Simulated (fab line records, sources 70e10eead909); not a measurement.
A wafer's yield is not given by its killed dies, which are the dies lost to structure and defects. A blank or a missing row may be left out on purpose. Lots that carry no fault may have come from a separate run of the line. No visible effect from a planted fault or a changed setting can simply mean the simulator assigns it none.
Struck lot and sound lot, side by side || flow nand_harc || 15 out of 1159 route steps
Sound: wafers L718.2, L718.3, L718.6. Wafers struck: L720.1, L720.2, L720.6. The cause comes at the end.
For every step that has rows: the tool of each side, followed by ch and its chambers, followed by its first start. Under that, the readings that differ: sound wafers || struck wafers || difference of the means || sigmas: that difference in standard deviations of wafers without a fault.
alike: a reading whose means differ by less than 2 such deviations, as well as words and numbers matching on both sides. not compared: withheld readings; readings where some wafer has no value; bounds like >300 that might hide an equal value; numbers whose values overlap and for which the record gives no deviation.
A row with sigmas, a row that says differs or no value, or rows on one side alone: a step with any of these is where the two part. When numbers do not overlap yet have no deviation, they are printed without sigmas and do not part them. A reading that every wafer of one side lacks parts them only if that side has two wafers or more.

first, 7 steps without rows for these wafers: NHARC_A_CONTACT_COAT_87 (time 65 s); NHARC_A_CONTACT_COAT_02 (resist thk 90 nm); NHARC_A_CONTACT_SOFTBAKE_03 (time 55 s); NHARC_A_CONTACT_EBR_04; NHARC_A_CONTACT_EXPOSE_05 (exposes mask A CC); NHARC_A_CONTACT_PEB_06 (peb time 65 s); NHARC_A_CONTACT_DEVELOP_07 (develop time 35 s).
NHARC_A_CONTACT_CD_MEAS_08: the cd target is 100 nm.
  sound on cd_sem-01 ch 0, day 19 20:53; struck on cd_sem-02 ch 0, day 20 07:03
  alike: cd_nm
NHARC_A_CONTACT_OVL_MEAS_09:
  struck on overlay-02, day 20 07:08; sound on overlay-01, day 19 20:59
  alike: overlay_x_nm, overlay_y_nm
NHARC_A_CONTACT_INSPECT_10:
  struck on defect_inspect-02, day 20 07:10; sound on defect_inspect-02, day 19 21:01
  alike: raw_defect_count
NHARC_A_CONTACT_DESCUM_13: chemistry O2, time 3 s.
  sound on rie_diel-05 ch 1,3, day 19 21:05; struck on rie_diel-07 ch 0,2,3, day 20 07:14
  alike: chamber_pressure_mTorr, drypump_motor_current_A, oes_product_au, rf_vpp_V, showerhead_plenum_p_Torr, throttle_valve_pct
  not compared: rf_hours_counter_h
NHARC_A_CONTACT_ETCH_88: etches the open film in CF4, target depth 39 nm, time 65 s.
  sound on rie_diel-05 ch 0,3, day 19 21:10; struck on rie_diel-07 ch 0,1,2, day 20 07:48
  alike: bias_w, cf4_flow_sccm, chamber_pressure_mTorr, drypump_motor_current_A, oes_product_au, rf_vpp_V, showerhead_plenum_p_Torr, throttle_valve_pct
  not compared: rf_hours_counter_h
NHARC_A_CONTACT_ETCH_89: etches the open film in N2/H2, target depth 260 nm, time 475.3 s.
  sound on rie_diel-05 ch 0,3, day 19 21:15; struck on rie_diel-07 ch 0,1,3, day 20 07:56
  no value came back on the struck wafers for any of 8 readings (bias_w (W), chamber_pressure_mTorr (mTorr) and others); on the sound wafers bias_w (W) reads 149.4 150.0 149.9
  not compared: rf_hours_counter_h
NHARC_A_CONTACT_ETCH_30: etches the open film in CF4/CHF3, target depth 60.5 nm, time 30.2 s.
  sound on rie_diel-05 ch 0,1,3; struck on rie_diel-07 ch 0,2,3
  alike: bias_w, cf4_flow_sccm, chamber_pressure_mTorr, chf3_flow_sccm, drypump_motor_current_A, oes_product_au, rf_vpp_V, showerhead_plenum_p_Torr, throttle_valve_pct
  not compared: rf_hours_counter_h
-- jump in the record: it breaks off in module A_CONTACT and resumes in module END (first step shown: number 1159 of the route), and 3 days separate the struck wafers' starts before and after --
NHARC_END_SORT_01:
  at this point the record logs the struck wafers (prober-01 ch 0, day 23 05:04) and has no rows for the sound ones

## WHERE THEY PART
First at NHARC_A_CONTACT_ETCH_89; last, within this record, at NHARC_END_SORT_01.

WHY: the cause the simulator had injected
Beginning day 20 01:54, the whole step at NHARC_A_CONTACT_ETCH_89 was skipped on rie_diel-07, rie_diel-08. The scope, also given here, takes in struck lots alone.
